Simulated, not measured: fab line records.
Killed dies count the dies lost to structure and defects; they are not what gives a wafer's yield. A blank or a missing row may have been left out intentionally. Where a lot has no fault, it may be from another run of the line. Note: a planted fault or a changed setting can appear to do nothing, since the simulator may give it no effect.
Lot-split experiment | flow n5-finfet | on a route of 1938 steps: 7 lots, 21 wafers read

THE SPLIT ITSELF
At N5_BEOL_M0_SAQP_DESCUM_19 (chemistry O2, time 7.9 s), the setting time-s was moved away from the recipe's 7.9 s on 8 of the 21 wafers read, by -20.7% to +15.0%. This setting was run at the recipe's value on the other wafers.

The reading comes from the split's own step.

THE READING
CAR-ArF_of_BEOL_M0_SAQP_COAT_08.thk-nm (the simulator's own value, which no gauge read), in nm, at N5_BEOL_M0_SAQP_DESCUM_19 (chemistry O2, time 7.9 s). The file does not state a usual value for it. Average 83.4 nm, standard deviation 0.4 nm, over the 13 wafers here run with the recipe.

wafer  | tool, chamber at the split | time-s as run, s | against the recipe | CAR-ArF_of_BEOL_M0_SAQP_COAT_08.thk-nm, nm | against lot-mates on the recipe
L081.2 | rie-diel-04, 3             | 9.085            | +15.0%             | 82.8                                       | -0.6
L081.4 | rie-diel-04, 2             | 9.085            | +15.0%             | 83                                         | -0.4
L081.5 | rie-diel-04, 3             | 7.9              | recipe             | 83.4                                       | -
L082.1 | rie-diel-03, 1             | 7.9              | recipe             | 83.4                                       | -
L082.4 | rie-diel-03, 0             | 6.619            | -16.2%             | 84.4                                       | +0.9
L082.5 | rie-diel-03, 3             | 7.9              | recipe             | 83.6                                       | -
L084.3 | rie-diel-04, 2             | 7.9              | recipe             | 83.8                                       | -
L084.5 | rie-diel-04, 0             | 7.9              | recipe             | 83.4                                       | -
L084.6 | rie-diel-04, 1             | 6.266            | -20.7%             | 84.8                                       | +1.2
L088.1 | rie-diel-04, 3             | 7.9              | recipe             | 83.2                                       | -
L088.2 | rie-diel-04, 0,3           | 6.413            | -18.8%             | 83.8                                       | +0.6
L088.5 | rie-diel-04, 0,3           | 6.413            | -18.8%             | 83.8                                       | +0.6
L090.1 | rie-diel-04, 2             | 7.9              | recipe             | 84                                         | -
L090.6 | rie-diel-04, 2             | 7.9              | recipe             | 84                                         | -
L090.2 | rie-diel-04, 0             | 7.9              | recipe             | 83.8                                       | -
L096.1 | rie-diel-04, 3             | 8.827            | +11.7%             | 82.8                                       | -0.4
L096.2 | rie-diel-04, 2             | 8.827            | +11.7%             | 83                                         | -0.2
L096.5 | rie-diel-04, 2             | 7.9              | recipe             | 83.2                                       | -
L097.3 | rie-diel-03, 1             | 7.9              | recipe             | 82.8                                       | -
L097.4 | rie-diel-03, 1             | 7.9              | recipe             | 82.8                                       | -
L097.6 | rie-diel-03, 3             | 7.9              | recipe             | 83                                         | -
Rows listing several chambers each stand for several wafers; the file does not say which wafer went through which chamber.

FIT RESULTS
A straight line over all 21 wafers: CAR-ArF_of_BEOL_M0_SAQP_COAT_08.thk-nm changes by -0.0407 nm for each +1% of time-s; r = -0.75; the points scatter about the line by 0.38 nm.
The same after taking each lot's own level away (the mean of its wafers on the recipe; 21 wafers): -0.0391 nm for each +1%; r = -0.93; scatter 0.16 nm.
On that fit, the largest move of time-s shifts the reading by 0.81 nm.
The lots' own levels span 82.87 to 83.93 nm, that is 2.7 times the standard deviation above.
So the lot-to-lot level blurs the effect unless lot-mates are compared.
Check: with one of the wafers moved furthest among these (-20.7%) left out of the fit, the line predicts +0.746 nm for it against its lot-mates. Against them it came out at +1.2 nm.

ADDITIONAL SPLITS CARRIED BY THESE WAFERS
Before the reading, these wafers also passed through other splits. Each is held against what the fit with the lots' levels taken away leaves over:
other split on the same wafers               | wafers away from the commonest value | r with CAR-ArF_of_BEOL_M0_SAQP_COAT_08.thk-nm (lot level and that fit taken away)
N5_MOL_CONTACT_COAG_EXPOSE_05 dose-mj        | 8                                    | -0.05
N5_MOL_CONTACT_COAG_CONTACT_ETCH_14 source-w | 10                                   | +0.21
N5_MOL_CONTACT_COAG_EXPOSE_81 dose-mj        | 7                                    | +0.02

FILE'S OWN FIT
CAR-ArF_of_BEOL_M0_SAQP_COAT_08.thk-nm changes by -0.0438 nm for each +1% of time-s, r = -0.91.
